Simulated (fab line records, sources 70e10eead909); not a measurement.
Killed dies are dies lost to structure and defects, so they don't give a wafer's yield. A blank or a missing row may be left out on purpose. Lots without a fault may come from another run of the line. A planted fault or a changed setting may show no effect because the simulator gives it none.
One fault seen from 2 desks | flow nand_harc | each desk has only its own numbers; what lay behind them comes last

THE TOOL OWNER'S DESK: pecvd_onon-03
The tool's own readings at NHARC_A_ONON_D2_DEP_19 (target thk 1000 nm): means of the sampled wafers that have a number, for each lot that ran on this tool. A lot is out of limits, marked OUT, if its mean lies more than 4 standard deviations from the usual mean; the brackets give that distance.
Columns: A = susceptor_temp_C at NHARC_A_ONON_D2_DEP_19, usual 400.05 C
lot  | first seen here | A
L150 | day 14 10:34    | 400.36
L153 | day 15 20:49    | 400.02
L157 | day 17 08:50    | 399.84
L158 | day 17 18:08    | 400.09
L166 | day 21 11:09    | 400.07
This desk's finding: nothing out of limits on any of the 5 lots.

THE METROLOGY DESK
What the gauges read, lot by lot, whatever tool the lot ran on: means of the sampled wafers that have a number. A lot is out of limits, marked OUT, if its mean lies more than 4 standard deviations from the usual mean; the brackets give that distance.
Columns: A = thk_nm at NHARC_A_ONON_D2_THK_MEAS_02, usual 1000 nm; B = thk_nm at NHARC_A_ONON_D2_THK_MEAS_08, usual 999 nm; C = thk_nm at NHARC_A_ONON_D2_THK_MEAS_21, usual 999 nm
lot  | first seen here | A    | B    | C
L146 | day 12 15:39    | 1004 | 996  | 995
L148 | day 13 09:19    | 994  | 980  | 999
L149 | day 13 21:13    | 1000 | 1005 | 1007
L150 | day 13 21:13    | 993  | 990  | 1007
L151 | day 14 21:22    | 989  | 1003 | 993
L152 | day 14 21:23    | 1016 | 982  | 1009
L153 | day 15 09:42    | 991  | 1010 | 988
L157 | day 16 22:26    | 1004 | 996  | 1074 (+7.5) OUT
L158 | day 17 08:01    | 1012 | 987  | 1076 (+7.7) OUT
L165 | day 20 01:17    | 1001 | 1014 | 1010
L166 | day 21 00:49    | 1009 | 1003 | 987
L169 | day 22 05:05    | 992  | 994  | 1017
This desk's finding: out of limits on L157, L158; first on L157, day 17 09:20 (thk_nm at NHARC_A_ONON_D2_THK_MEAS_21). In limits: L146, L148, L149, L150, L151, L152, L153, L165, L166, L169.

PUT TOGETHER
The metrology desk could have raised an alarm at day 17 09:20, on L157, L158.
The tool owner's desk saw nothing out of limits.
The tool owner's desk has L157, L158 on record, within its limits.
Of the lots named, all ran NHARC_A_ONON_D2_DEP_19 on pecvd_onon-03.

WHAT THE SIMULATOR HAD PUT IN
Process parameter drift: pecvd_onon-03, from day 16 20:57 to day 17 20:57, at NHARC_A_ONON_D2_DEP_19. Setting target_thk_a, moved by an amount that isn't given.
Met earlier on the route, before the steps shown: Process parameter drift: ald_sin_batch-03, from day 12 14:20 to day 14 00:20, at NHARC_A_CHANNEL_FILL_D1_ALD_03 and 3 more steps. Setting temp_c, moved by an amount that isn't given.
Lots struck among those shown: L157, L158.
Hours from the fault's start to each desk's first reading out of limits: the metrology desk, 12.
